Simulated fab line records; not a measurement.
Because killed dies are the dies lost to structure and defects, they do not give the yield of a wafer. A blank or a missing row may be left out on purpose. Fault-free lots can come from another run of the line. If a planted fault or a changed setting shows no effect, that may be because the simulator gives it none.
fab line records    flow n5_finfet
record: lots: 5  wafers: 15  last_day: 16
route steps=1938 shown STI_FIN_REVEAL@209 DUMMY_GATE@212 BEOL_M4@1111 PASSIVATION@1936
lots with no fault: from the same line, run without faults
start_h: start of the lot's first displayed wafer, in hours after the record's first day    wait_h: hours elapsed since this lot's preceding step    " the same as in the row above    L1.1+2: several wafers, shown together as one row    - no value present, or no start provided    * or withheld: withheld    < > ~ a bound
route shown NAME@n: NAME is a module with steps in the file, n the number in the route of the first one    usual: mean/standard deviation of fault-free wafers    same: alike in all rows    chamber/n: place in a boat    sites: per-site readings    _std_site: standard deviation across them    _edge_site: the outer-site mean with the inner-site mean subtracted    radius_mm: for every site, how far away it sits from the centre of the wafer    mask NAME#n: copy n    behind: the last tool/chamber to shape the wafer    hold: what put the lot on hold/how long, in hours/how the hold closed    device: names the non-switching transistor (n, p or np)    end of line: tests of these same wafers at the route's end    where a step has no rows: the recipe by itself    killed: the dies lost at the first sort to structure and to defects; this is not the yield of the wafer    map: the dies of a wafer, with x for killed, . for not killed, _ for no die there
set.NAME: setting as actually run; set.NAME@STEP: the setting as run at that earlier step    model.NAME: the simulator's own value behind a step, which no gauge read
lots at selected steps of the route; one table per step, one row per wafer
services: the hour from which a tool's chamber was out of use, counted from the record's first day as start_h (under 0 if before that day), plus the number of hours and why
== steps ==
step: N5_STI_FIN_REVEAL_PRECLEAN_18
recipe: chemistry: SC2  time_s: 45  temp_c: 35  mix: 1:1:50
step: N5_STI_FIN_REVEAL_SRD_28
recipe: dry: ipa_marangoni  time_s: 30  temp_c: 23  rinse_liquid: diw
step: N5_DUMMY_GATE_PRECLEAN_00
recipe: chemistry: O3/DIW  time_s: 60  temp_c: 22  o3_ppm: 10
step: N5_DUMMY_GATE_SRD_01
recipe: time_s: 30  temp_c: 23  rinse_liquid: diw  dry: ipa_marangoni
step: N5_DUMMY_GATE_ALD_02
recipe: material: SiO2  target_thk_a: 20  temp_c: 300  ald_precursor_family: BDEAS  ald_co_reactant: O2-plasma  pulse_time_s: 1  pressure_torr: 2
step: N5_DUMMY_GATE_CVD_03
recipe: material: a-Si  target_thk_a: 1500  temp_c: 530  precursor: SiH4  time_s: 8042
step: N5_DUMMY_GATE_PRECLEAN_46
recipe: chemistry: DIW  time_s: 89.5  temp_c: 23
step: N5_DUMMY_GATE_SRD_47
recipe: dry_time_s: 32  dry: n2_spin  spin_rpm: 1500
step: N5_DUMMY_GATE_CMP_04
recipe: material: a-Si  post_cmp_clean: alkaline_brush
step: N5_DUMMY_GATE_HM_DEP_06
recipe: material: SiNx  target_thk_a: 800  precursor: DCS/NH3  temp_c: 700  pressure_mtorr: 300  time_s: 5141
step: N5_DUMMY_GATE_PECVD_30
recipe: material: SiO2  target_thk_a: 550  temp_c: 400  precursor: TEOS/O2  pressure_torr: 6.5  rf_w: withheld  teos_flow_sccm: withheld  gas: O2  flow_sccm: 2650  time_s: 10.8
usual: chamber_pressure_Torr: 6.501/0.014
lot.wafer  tool      chamber  start_h  wait_h  chamber_pressure_Torr  since_wet_clean_h
L646.3     pecvd-03  2        82.67    0.0     -                      -
L646.4     "         1        "        "       -                      -
L646.5     "         2        "        "       -                      -
L647.1     pecvd-04  2        87.97    0.0     -                      -
L647.3     "         0        "        "       -                      -
L647.6     "         1        "        "       -                      -
L648.1     pecvd-03  2        98.82    0.0     -                      -
L648.2     "         1        "        "       -                      -
L648.6     "         1        "        "       -                      -
L654.1     pecvd-03  0        129.63   0.0     6.475                  1015
L654.2     "         2        "        "       6.528                  261
L654.6     "         0        "        "       6.500                  -
L658.2     pecvd-03  2        156.65   0.0     6.515                  288
L658.3     "         0        "        "       6.515                  1042
L658.6     "         2        "        "       6.486                  -
step: N5_DUMMY_GATE_COAT_34
recipe: resist: SOC  temp_c: 250  time_s: 60  spin_rpm: 1500  resist_thk_nm: 60
step: N5_DUMMY_GATE_COAT_35
recipe: resist: SiARC  temp_c: 220  time_s: 60  spin_rpm: 1500  resist_thk_nm: 10
step: N5_DUMMY_GATE_COAT_28
recipe: resist: underlayer  temp_c: 205  time_s: 60  spin_rpm: 1500  resist_thk_nm: 10
step: N5_DUMMY_GATE_COAT_09
recipe: resist: CAR-EUV  spin_rpm: 1500  resist_thk_nm: 30
step: N5_DUMMY_GATE_EBR_11
recipe: solvent: PGMEA  ebr_width_mm: 1.5
step: N5_DUMMY_GATE_SOFTBAKE_10
recipe: temp_c: 110  time_s: 60  resist: CAR-EUV
step: N5_DUMMY_GATE_EXPOSE_12
recipe: mask_id: GATE  na: 0.33  source_shape: annular  sigma_inner: 0.2  sigma_outer: 0.6  polarization: unpolarized  target_cd_nm: 25  dose_mj: 34
step: N5_DUMMY_GATE_PEB_13
recipe: peb_temp_c: 100  peb_time_s: 60  resist: CAR-EUV
step: N5_DUMMY_GATE_DEVELOP_14
recipe: develop_time_s: 30  developer: TMAH  resist: CAR-EUV  rinse_liquid: surfactant_rinse  dry: air_spin  dev_temp_c: 23
step: N5_DUMMY_GATE_DESCUM_20
recipe: chemistry: O2  time_s: 6.2  source_power_w: 50  bias_power_w: 20  pressure_mtorr: 20  rf_frequency_hz: 2.712e+07  temp_c: 40  resist: CAR-EUV  o2_flow_sccm: 225
step: N5_DUMMY_GATE_ETCH_29
recipe: chemistry: N2/H2  target: underlayer  target_depth_a: 130  ion_energy_ev: 200  pressure_mtorr: 30  source_w: 840  bias_w: 150  n2_flow_sccm: 200  h2_flow_sccm: 200
step: N5_DUMMY_GATE_ETCH_36
recipe: chemistry: CF4  target: SiARC  target_depth_a: 130  pressure_mtorr: 40  source_w: 545  bias_w: 36  Ar_flow_sccm: 100  cf4_flow_sccm: 100  ion_energy_ev: 80
step: N5_DUMMY_GATE_ETCH_37
recipe: chemistry: N2/H2  target: SOC  target_depth_a: 600  overetch_a: 300  temp_c: 40  ion_energy_ev: 200  pressure_mtorr: 30  source_w: 840  bias_w: 150  n2_flow_sccm: 200  h2_flow_sccm: 200
step: N5_DUMMY_GATE_STRIP_38
recipe: chemistry: N2/H2  temp_c: 40  n2_flow_sccm: 200  h2_flow_sccm: 200  rf_frequency_hz: 6e+07
step: N5_DUMMY_GATE_STRIP_39
recipe: chemistry: N2/H2  temp_c: 40  n2_flow_sccm: 200  h2_flow_sccm: 200  rf_frequency_hz: 6e+07
step: N5_DUMMY_GATE_TRIM_49
recipe: chemistry: O2  resist: SOC  time_s: 29  target_cd_nm: 14  source_power_w: 300  bias_power_w: 0  O2_flow_sccm: 100  temp_c: 20
step: N5_DUMMY_GATE_STRIP_40
recipe: chemistry: CF4  resist: SiARC  power_w: 300  bias_power_w: 75  pressure_mtorr: 50  cf4_flow_sccm: 150  rf_frequency_hz: 6e+07
step: N5_DUMMY_GATE_ETCH_31
recipe: chemistry: C4F6/O2  target: SiO2  mask_material: SOC  target_depth_a: 825  time_s: 27.5  ion_energy_ev: 250  pressure_mtorr: 30  source_w: 345  bias_w: 185  Ar_flow_sccm: 300  C4F6_flow_sccm: 10  O2_flow_sccm: 10
step: N5_DUMMY_GATE_STRIP_41
recipe: chemistry: O2  power_w: 400  temp_c: 40  pressure_mtorr: 30  rf_frequency_hz: 6e+07  bias_power_w: 0  overash_fraction: 0.3  o2_flow_sccm: 225
step: N5_DUMMY_GATE_HM_OPEN_21
recipe: chemistry: CH3F/O2  target: SiNx  target_depth_a: 1200  Ar_flow_sccm: 150  CH3F_flow_sccm: 30  O2_flow_sccm: 23  time_s: 171.4  pressure_mtorr: 30  source_w: 395  bias_w: 73  ion_energy_ev: 120.7
step: N5_DUMMY_GATE_ETCH_32
recipe: chemistry: CF4  target: SiO2  target_depth_a: 35  time_s: 3.9  ion_energy_ev: 350  pressure_mtorr: 10  icp_w: 800  bias_w: 400  cf4_flow_sccm: 80
step: N5_DUMMY_GATE_ETCH_23
recipe: chemistry: HBr/Cl2/O2  HBr_flow_sccm: 150  Cl2_flow_sccm: 80  O2_flow_sccm: 12  bias_w: 102  target_depth_a: 410  time_s: 22.3  target: poly-Si  mask_material: SiO2  pressure_mtorr: 10  icp_w: 800
step: N5_DUMMY_GATE_ETCH_44
recipe: chemistry: HBr/O2  over_etch_frac: 0.7  target_depth_a: 1275  stop_on: SiO2  ion_energy_ev: 60  bias_w: 20  target: poly-Si  mask_material: SiO2  pressure_mtorr: 20  icp_w: 400  HBr_flow_sccm: 120  O2_flow_sccm: 10
step: N5_DUMMY_GATE_CD_MEAS_24
recipe: target_cd_nm: 15
usual: cd_nm: 15.0/0.31
lot.wafer  tool       chamber  start_h  wait_h  cd_nm
L646.3     cd_sem-03  -        85.04    0.1     -
L646.4     "          -        "        "       -
L646.5     "          -        "        "       -
L647.1     cd_sem-03  -        89.29    0.1     -
L647.3     "          -        "        "       -
L647.6     "          -        "        "       -
L648.1     cd_sem-02  -        100.30   0.1     -
L648.2     "          -        "        "       -
L648.6     "          -        "        "       -
L654.1     cd_sem-02  -        131.09   0.1     14.6
L654.2     "          -        "        "       15.0
L654.6     "          -        "        "       15.3
L658.2     cd_sem-02  -        157.97   0.1     15.1
L658.3     "          -        "        "       15.5
L658.6     "          -        "        "       15.7
step: N5_DUMMY_GATE_ETCH_42
recipe: chemistry: CHF3/O2  target: SiO2  target_depth_a: 35  time_s: 31  ion_energy_ev: 30  bias_w: 12  pressure_mtorr: 30  source_w: 600  Ar_flow_sccm: 200  CHF3_flow_sccm: 50  O2_flow_sccm: 5
step: N5_DUMMY_GATE_INSPECT_27
recipe: inspect_instrument: brightfield  mode: aei
usual: raw_defect_count: 297/66
lot.wafer  tool               chamber  start_h  wait_h  raw_defect_count
L646.3     defect_inspect-02  -        85.38    0.0     2567
L646.4     "                  -        "        "       2528
L646.5     "                  -        "        "       2618
L647.1     defect_inspect-02  -        89.60    0.0     2560
L647.3     "                  -        "        "       2664
L647.6     "                  -        "        "       2581
L648.1     defect_inspect-01  -        100.70   0.0     2520
L648.2     "                  -        "        "       2654
L648.6     "                  -        "        "       2635
L654.1     defect_inspect-02  -        131.37   0.0     260
L654.2     "                  -        "        "       228
L654.6     "                  -        "        "       307
L658.2     defect_inspect-01  -        158.33   0.0     294
L658.3     "                  -        "        "       307
L658.6     "                  -        "        "       242
step: N5_BEOL_M4_RC_MEAS_101
usual: DIBL_N: 36.3/1.2  DIBL_P: 36.7/1.5  IOFF_N: 0.164/0.02  IOFF_P: 0.214/0.024  ION_N: 673/8.5  ION_P: 461/5.9  SS_N: 71.6/0.44  SS_P: 73.3/0.55  VT_N: 249.4/2.4  VT_P: -250.0/2.3
lot.wafer  tool       chamber  start_h  wait_h  DIBL_N[mV/V]  DIBL_P[mV/V]  IOFF_N[nA/um]  IOFF_P[nA/um]  ION_N[uA/um]  ION_P[uA/um]  SS_N[mV/dec]  SS_P[mV/dec]  VT_N[mV]  VT_P[mV]
L654.1     prober-01  0        253.74   0.0     37.5          37.5          0.181          0.254          683           468           71.5          74.0          249.3     -248.8
L654.2     "          0        "        "       36.3          35.7          0.156          0.210          676           464           71.6          72.7          251.2     -250.6
L654.6     "          0        "        "       35.3          34.9          0.148          0.198          665           457           71.4          72.8          251.6     -251.7
L658.2     prober-01  0        281.12   0.2     35.2          37.4          0.164          0.210          682           464           71.4          72.5          247.2     -249.2
L658.3     "          0        "        "       33.8          35.5          0.130          0.181          660           456           71.2          71.9          252.8     -249.8
L658.6     "          0        "        "       34.3          36.2          0.150          0.189          668           453           71.1          72.4          249.9     -252.0
step: N5_PASSIVATION_PROBE_49
usual: defect_limited_yield: 91.2/1.5  killed_at_M0_to_M3: 35/11  killed_at_M4_up: 13/5.6  killed_at_contacts: 13/6.3  killed_at_front_end: 38/12  killed_at_other: 3.7/2.9  killed_dies: 104/18  killed_on_rim: 14/3.8  killed_open: 69/13  killed_short: 34/8.3  sort_bin_5_function: 5.2/0.95  sort_bin_6_memory: 3.3/0.68  sort_n_pass: 1076/18  sort_yield_pct: 91.2/1.5
same: gross_dies: 1180  killed_at_back_side: 0  sort_bin_4_leakage[%]: 0  sort_bin_8_speed[%]: 0
lot.wafer  tool       chamber  start_h  wait_h  defect_limited_yield[%]  killed_at_M0_to_M3  killed_at_M4_up  killed_at_contacts  killed_at_front_end  killed_at_other  killed_dies  killed_on_rim  killed_open  killed_short  sort_bin_5_function[%]  sort_bin_6_memory[%]  sort_n_pass  sort_yield_pct[%]
L646.3     prober-01  -        305.67   0.1     0                        5                   0                0                   1171                 4                1180         152            3            8             73.5                    2.5                   0            0
L646.4     prober-01  -        305.72   0.2     0                        7                   1                1                   1168                 3                1180         152            9            5             73.6                    3.1                   0            0
L646.5     prober-01  -        305.77   0.2     0                        8                   2                0                   1168                 2                1180         152            11           5             73.5                    2.9                   0            0
L647.1     prober-02  -        332.95   0.0     0                        15                  3                3                   1157                 2                1180         152            14           19            74.4                    3.0                   0            0
L647.3     prober-02  -        333.05   0.1     0                        9                   0                1                   1169                 1                1180         152            11           7             74.2                    2.7                   0            0
L647.6     prober-02  -        333.20   0.3     0                        11                  2                1                   1166                 0                1180         152            12           9             72.0                    2.8                   0            0
L648.1     prober-01  -        333.56   0.0     0                        5                   3                1                   1170                 1                1180         152            10           3             71.4                    3.1                   0            0
L648.2     prober-01  -        333.61   0.1     0                        3                   4                1                   1172                 0                1180         152            9            7             73.1                    2.2                   0            0
L648.6     prober-01  -        333.81   0.3     0                        2                   1                1                   1175                 1                1180         152            7            2             71.4                    3.1                   0            0
L658.2     prober-02  -        394.22   0.1     90.1                     42                  14               8                   52                   1                117          15             69           48            6.4                     3.2                   1063         90.1
L658.3     prober-02  -        394.27   0.1     91.4                     25                  21               18                  35                   2                101          14             58           43            5.5                     2.4                   1079         91.4
L658.6     prober-02  -        394.42   0.3     91.1                     47                  21               11                  25                   1                105          11             73           29            5.3                     3.4                   1075         91.1
killed by level:class
L646.3 DUMMY_GATE:lost_pattern=1163 DUMMY_GATE:area_pecvd=6 PASS1_DEP:geometric_particle:short=2 FIN_SAQP:geometric_particle:short=1 GATE_CUT:geometric_particle:short=1 BEOL_M0:geometric_particle:short=1 BEOL_M0:geometric_particle:open=1 BEOL_M1:geometric_particle:short=1
L646.4 DUMMY_GATE:lost_pattern=1160 DUMMY_GATE:area_pecvd=6 BEOL_M2:geometric_particle:open=2 BEOL_M0_SAQP:geometric_particle:open=2 PASS1_CAP:geometric_particle:short=2 DUMMY_GATE:geometric_particle:open=1 MOL_CONTACT_COAG:geometric_particle:short=1 BEOL_M0_SAQP:geometric_particle:short=1
L646.5 DUMMY_GATE:lost_pattern=1159 DUMMY_GATE:area_pecvd=4 STARTING-WAFER:geometric_particle:open=3 BEOL_M2:geometric_particle:open=2 BEOL_M0_SAQP:geometric_particle:open=2 BEOL_M3:geometric_particle:short=2 PASS1_DEP:geometric_particle:short=2 DUMMY_GATE:geometric_particle:open=1
L647.1 DUMMY_GATE:lost_pattern=1140 FIN_SAQP:geometric_particle:short=6 BEOL_M0_SAQP:geometric_particle:short=6 DUMMY_GATE:area_pecvd=6 BEOL_M0_SAQP:geometric_particle:open=3 STI_FIN_REVEAL:geometric_particle:open=2 MOL_CONTACT_COAG:geometric_particle:open=2 BEOL_M1:geometric_particle:open=2
L647.3 DUMMY_GATE:lost_pattern=1159 BEOL_M1:geometric_particle:open=3 BEOL_M3:geometric_particle:open=3 DUMMY_GATE:area_pecvd=3 FIN_SAQP:geometric_particle:short=2 STI_FIN_REVEAL:geometric_particle:open=1 STI_FIN_REVEAL:geometric_particle:short=1 DUMMY_GATE:geometric_particle:open=1
L647.6 DUMMY_GATE:lost_pattern=1155 FIN_SAQP:geometric_particle:short=5 BEOL_M0_SAQP:geometric_particle:open=5 DUMMY_GATE:area_pecvd=4 BEOL_M0_SAQP:geometric_particle:short=2 BEOL_M2:geometric_particle:open=2 BEOL_M4:geometric_particle:short=1 FIN_CUT:geometric_particle:short=1
L648.1 DUMMY_GATE:lost_pattern=1161 DUMMY_GATE:area_pecvd=6 BEOL_M0_SAQP:geometric_particle:open=2 BEOL_M4:geometric_particle:open=2 FIN_SAQP:geometric_particle:open=1 STI_FIN_REVEAL:geometric_particle:short=1 STI_FIN_REVEAL:geometric_particle:open=1 MOL_CONTACT_COAG:geometric_particle:open=1
L648.2 DUMMY_GATE:lost_pattern=1160 DUMMY_GATE:area_pecvd=4 STI_FIN_REVEAL:geometric_particle:open=2 BEOL_M0_SAQP:geometric_particle:short=2 BEOL_M4:geometric_particle:open=2 BEOL_M7:geometric_particle:open=2 FIN_SAQP:geometric_particle:short=1 STI_FIN_REVEAL:geometric_particle:short=1
L648.6 DUMMY_GATE:lost_pattern=1168 DUMMY_GATE:area_pecvd=3 STARTING-WAFER:geometric_particle:open=2 FIN_SAQP:geometric_particle:short=1 GATE_CUT:geometric_particle:open=1 MOL_CONTACT_COAG:geometric_particle:open=1 BEOL_M0_SAQP:geometric_particle:open=1 BEOL_M1:geometric_particle:open=1
L658.2 STI_FIN_REVEAL:geometric_particle:open=15 BEOL_M0_SAQP:geometric_particle:open=10 BEOL_M0_SAQP:geometric_particle:short=10 BEOL_M3:geometric_particle:open=8 FIN_SAQP:geometric_particle:short=7 BEOL_M4:geometric_particle:open=6 STARTING-WAFER:geometric_particle:open=6 FIN_SAQP:geometric_particle:open=5
L658.3 MOL_CONTACT_COAG:geometric_particle:open=12 BEOL_M4:geometric_particle:open=10 BEOL_M0_SAQP:geometric_particle:short=9 FIN_SAQP:geometric_particle:short=8 GATE_CUT:geometric_particle:short=8 STI_FIN_REVEAL:geometric_particle:open=7 MOL_CONTACT_COAG:geometric_particle:short=6 BEOL_M0_SAQP:geometric_particle:open=6
L658.6 BEOL_M3:geometric_particle:open=12 BEOL_M2:geometric_particle:open=11 BEOL_M4:geometric_particle:open=10 BEOL_M0_SAQP:geometric_particle:open=9 MOL_CONTACT_COAG:geometric_particle:open=8 BEOL_M0_SAQP:geometric_particle:short=8 STI_FIN_REVEAL:geometric_particle:open=5 GATE_CUT:geometric_particle:short=4
map L646.3 (x killed, . not)
_________________xxxxxxxxxxxx________________
______________xxxxxxxxxxxxxxxxxx_____________
___________xxxxxxxxxxxxxxxxxxxxxxxx__________
__________xxxxxxxxxxxxxxxxxxxxxxxxxx_________
________xxxxxxxxxxxxxxxxxxxxxxxxxxxxxx_______
_______xxxxxxxxxxxxxxxxxxxxxxxxxxxxxxxx______
______xxxxxxxxxxxxxxxxxxxxxxxxxxxxxxxxxx_____
_____xxxxxxxxxxxxxxxxxxxxxxxxxxxxxxxxxxxx____
____xxxxxxxxxxxxxxxxxxxxxxxxxxxxxxxxxxxxxx___
___xxxxxxxxxxxxxxxxxxxxxxxxxxxxxxxxxxxxxxxx__
___xxxxxxxxxxxxxxxxxxxxxxxxxxxxxxxxxxxxxxxx__
__xxxxxxxxxxxxxxxxxxxxxxxxxxxxxxxxxxxxxxxxxx_
__xxxxxxxxxxxxxxxxxxxxxxxxxxxxxxxxxxxxxxxxxx_
_xxxxxxxxxxxxxxxxxxxxxxxxxxxxxxxxxxxxxxxxxxxx
_xxxxxxxxxxxxxxxxxxxxxxxxxxxxxxxxxxxxxxxxxxxx
_xxxxxxxxxxxxxxxxxxxxxxxxxxxxxxxxxxxxxxxxxxxx
_xxxxxxxxxxxxxxxxxxxxxxxxxxxxxxxxxxxxxxxxxxxx
_xxxxxxxxxxxxxxxxxxxxxxxxxxxxxxxxxxxxxxxxxxxx
_xxxxxxxxxxxxxxxxxxxxxxxxxxxxxxxxxxxxxxxxxxxx
_xxxxxxxxxxxxxxxxxxxxxxxxxxxxxxxxxxxxxxxxxxxx
_xxxxxxxxxxxxxxxxxxxxxxxxxxxxxxxxxxxxxxxxxxxx
__xxxxxxxxxxxxxxxxxxxxxxxxxxxxxxxxxxxxxxxxxx_
__xxxxxxxxxxxxxxxxxxxxxxxxxxxxxxxxxxxxxxxxxx_
___xxxxxxxxxxxxxxxxxxxxxxxxxxxxxxxxxxxxxxxx__
___xxxxxxxxxxxxxxxxxxxxxxxxxxxxxxxxxxxxxxxx__
____xxxxxxxxxxxxxxxxxxxxxxxxxxxxxxxxxxxxxx___
_____xxxxxxxxxxxxxxxxxxxxxxxxxxxxxxxxxxxx____
______xxxxxxxxxxxxxxxxxxxxxxxxxxxxxxxxxx_____
_______xxxxxxxxxxxxxxxxxxxxxxxxxxxxxxxx______
________xxxxxxxxxxxxxxxxxxxxxxxxxxxxxx_______
__________xxxxxxxxxxxxxxxxxxxxxxxxxx_________
___________xxxxxxxxxxxxxxxxxxxxxxxx__________
______________xxxxxxxxxxxxxxxxxx_____________
_________________xxxxxxxxxxxx________________
map L647.1 (x killed, . not)
_________________xxxxxxxxxxxx________________
______________xxxxxxxxxxxxxxxxxx_____________
___________xxxxxxxxxxxxxxxxxxxxxxxx__________
__________xxxxxxxxxxxxxxxxxxxxxxxxxx_________
________xxxxxxxxxxxxxxxxxxxxxxxxxxxxxx_______
_______xxxxxxxxxxxxxxxxxxxxxxxxxxxxxxxx______
______xxxxxxxxxxxxxxxxxxxxxxxxxxxxxxxxxx_____
_____xxxxxxxxxxxxxxxxxxxxxxxxxxxxxxxxxxxx____
____xxxxxxxxxxxxxxxxxxxxxxxxxxxxxxxxxxxxxx___
___xxxxxxxxxxxxxxxxxxxxxxxxxxxxxxxxxxxxxxxx__
___xxxxxxxxxxxxxxxxxxxxxxxxxxxxxxxxxxxxxxxx__
__xxxxxxxxxxxxxxxxxxxxxxxxxxxxxxxxxxxxxxxxxx_
__xxxxxxxxxxxxxxxxxxxxxxxxxxxxxxxxxxxxxxxxxx_
_xxxxxxxxxxxxxxxxxxxxxxxxxxxxxxxxxxxxxxxxxxxx
_xxxxxxxxxxxxxxxxxxxxxxxxxxxxxxxxxxxxxxxxxxxx
_xxxxxxxxxxxxxxxxxxxxxxxxxxxxxxxxxxxxxxxxxxxx
_xxxxxxxxxxxxxxxxxxxxxxxxxxxxxxxxxxxxxxxxxxxx
_xxxxxxxxxxxxxxxxxxxxxxxxxxxxxxxxxxxxxxxxxxxx
_xxxxxxxxxxxxxxxxxxxxxxxxxxxxxxxxxxxxxxxxxxxx
_xxxxxxxxxxxxxxxxxxxxxxxxxxxxxxxxxxxxxxxxxxxx
_xxxxxxxxxxxxxxxxxxxxxxxxxxxxxxxxxxxxxxxxxxxx
__xxxxxxxxxxxxxxxxxxxxxxxxxxxxxxxxxxxxxxxxxx_
__xxxxxxxxxxxxxxxxxxxxxxxxxxxxxxxxxxxxxxxxxx_
___xxxxxxxxxxxxxxxxxxxxxxxxxxxxxxxxxxxxxxxx__
___xxxxxxxxxxxxxxxxxxxxxxxxxxxxxxxxxxxxxxxx__
____xxxxxxxxxxxxxxxxxxxxxxxxxxxxxxxxxxxxxx___
_____xxxxxxxxxxxxxxxxxxxxxxxxxxxxxxxxxxxx____
______xxxxxxxxxxxxxxxxxxxxxxxxxxxxxxxxxx_____
_______xxxxxxxxxxxxxxxxxxxxxxxxxxxxxxxx______
________xxxxxxxxxxxxxxxxxxxxxxxxxxxxxx_______
__________xxxxxxxxxxxxxxxxxxxxxxxxxx_________
___________xxxxxxxxxxxxxxxxxxxxxxxx__________
______________xxxxxxxxxxxxxxxxxx_____________
_________________xxxxxxxxxxxx________________
== services ==
tool      chamber  start_h  hours  kind
pecvd-04  -        112.14   0.4    repair
pecvd-04  0        140.44   5.5    scheduled_down
pecvd-04  -        140.80   0.6    repair
== key ==
first_sign: step: N5_DUMMY_GATE_PECVD_30  reading: tool_record  direction: missing
effect: step: N5_DUMMY_GATE_CD_MEAS_24  reading: cd_nm  direction: missing
effect: step: N5_DUMMY_GATE_INSPECT_27  reading: raw_defect_count  direction: up  sigmas: 35  usual: 297  struck: 2592
effect: step: N5_PASSIVATION_PROBE_49  reading: killed_at_front_end  direction: up  sigmas: 92  usual: 38  struck: 1168
met_at N5_DUMMY_GATE_PECVD_30
struck_wafers L646.3,L646.4,L646.5,L647.1,L647.3,L647.6,L648.1,L648.2,L648.6
later_rows_left_out L646.3,L646.4,L646.5,L647.1,L647.3,L647.6,L648.1,L648.2,L648.6
fault: kind: skipped_step_whole  tool: pecvd-03,pecvd-04  chamber: -  onset_h: 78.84  steps: N5_DUMMY_GATE_PECVD_30  scope: struck_lots_only
later_rows_left_out: the simulator's readings of these wafers behind a module that went badly wrong aren't trusted and aren't shown, but for the sort
